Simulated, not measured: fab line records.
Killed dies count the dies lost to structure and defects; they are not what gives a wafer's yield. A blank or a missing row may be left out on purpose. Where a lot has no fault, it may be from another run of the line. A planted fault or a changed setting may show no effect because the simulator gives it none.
Which tool is to blame? -- flow n5Finfet -- 12 lots with 36 wafers sampled at 3 steps, on a route of 1938 steps

## WHAT THE GAUGES SHOWED, per wafer
N5_BEOL_M0_CUTY_CD_MEAS_57 targets a cd of 200 nm.
lot,measured,on,cdNm (nm)
L075,day 6 05:45,cdSem-01,200.5 200.5 202.5
L078,day 6 18:50,cdSem-01,199.7 200.1 201.2
L079,day 7 00:58,cdSem-02,199.2 201.0 199.7
L081,day 7 07:52,cdSem-01,201.1 200.3 199.9
L083,day 7 23:19,cdSem-02,200.3 199.0 197.6
L085,day 8 20:15,cdSem-02,200.0 198.6 200.1
L087,day 9 06:34,cdSem-01,201.3 200.2 200.3
L089,day 9 14:24,cdSem-01,202.0 200.8 202.5
L091,day 9 22:31,cdSem-02,199.6 199.3 199.8
L093,day 10 13:55,cdSem-02,198.4 199.9 199.0
L095,day 11 02:27,cdSem-01,198.4 199.6 199.1
L097,day 11 13:49,cdSem-01,201.9 202.3 201.5

## TOOL THAT RAN EACH LOT (tool first, then ch and the chambers of the sampled wafers, then the start)
lot,N5_BEOL_M0_SAQP_ILD_DEP_01,N5_BEOL_M0_SAQP_SPACER2_ALD_26
L075,"pecvd-02 ch 1,2, day 5 18:29","aldSin-02 ch 0,3, day 6 01:54"
L078,"pecvd-02 ch 0,1,2, day 6 12:43","aldSin-02 ch 0,1,2, day 6 16:28"
L079,"pecvd-01 ch 0,2, day 6 18:42","aldSin-04 ch 0,1,2, day 6 22:18"
L081,"pecvd-01 ch 0,1,2, day 7 00:43","aldSin-04 ch 0,1, day 7 05:16"
L083,"pecvd-04 ch 0,1, day 7 16:24","aldSin-03 ch 0,1,3, day 7 20:27"
L085,"pecvd-04 ch 0,1,2, day 8 11:52","aldSin-03 ch 2,3, day 8 17:29"
L087,"pecvd-04 ch 0,1,2, day 8 21:32","aldSin-04 ch 1,2,3, day 9 02:39"
L089,"pecvd-02 ch 0,1, day 9 05:08","aldSin-04 ch 0,2, day 9 11:55"
L091,"pecvd-01 ch 0,1, day 9 12:52","aldSin-04 ch 0,2,3, day 9 19:53"
L093,"pecvd-02 ch 1,2, day 10 06:42","aldSin-02 ch 2,3, day 10 11:13"
L095,"pecvd-04 ch 0,1, day 10 17:34","aldSin-04 ch 0,1,2, day 10 23:44"
L097,"pecvd-04 ch 0,1, day 11 05:28","aldSin-03 ch 1,2,3, day 11 10:28"
- N5_BEOL_M0_SAQP_ILD_DEP_01: deposits SiOC from DEMS/O2, target thk 45.419 nm, time 8.7 s.
- N5_BEOL_M0_SAQP_SPACER2_ALD_26: deposits SiO2, target thk 15 nm, pulse time 1 s, purge time 2 s.

## THE ANSWER, worked out from the rows above alone
Rule: usual is defined by the lots themselves. Put in order of their means at a reading, lots are off if they are a third of the lots or fewer, leave a main group of 4 or more, and stand apart from it by a gap of 3 or more times the standard deviation of the main group's means; of several such gaps the widest counts. If all means in a main group match to the digits the tables above print for the reading, that group is not used. Also off: a lot with no number at a reading for which 4 or more lots have one. All remaining lots with rows at the step are treated as sound.
None of the lots is off at any reading shown; this tells nothing.

## WHAT WAS PUT IN BY THE SIMULATOR
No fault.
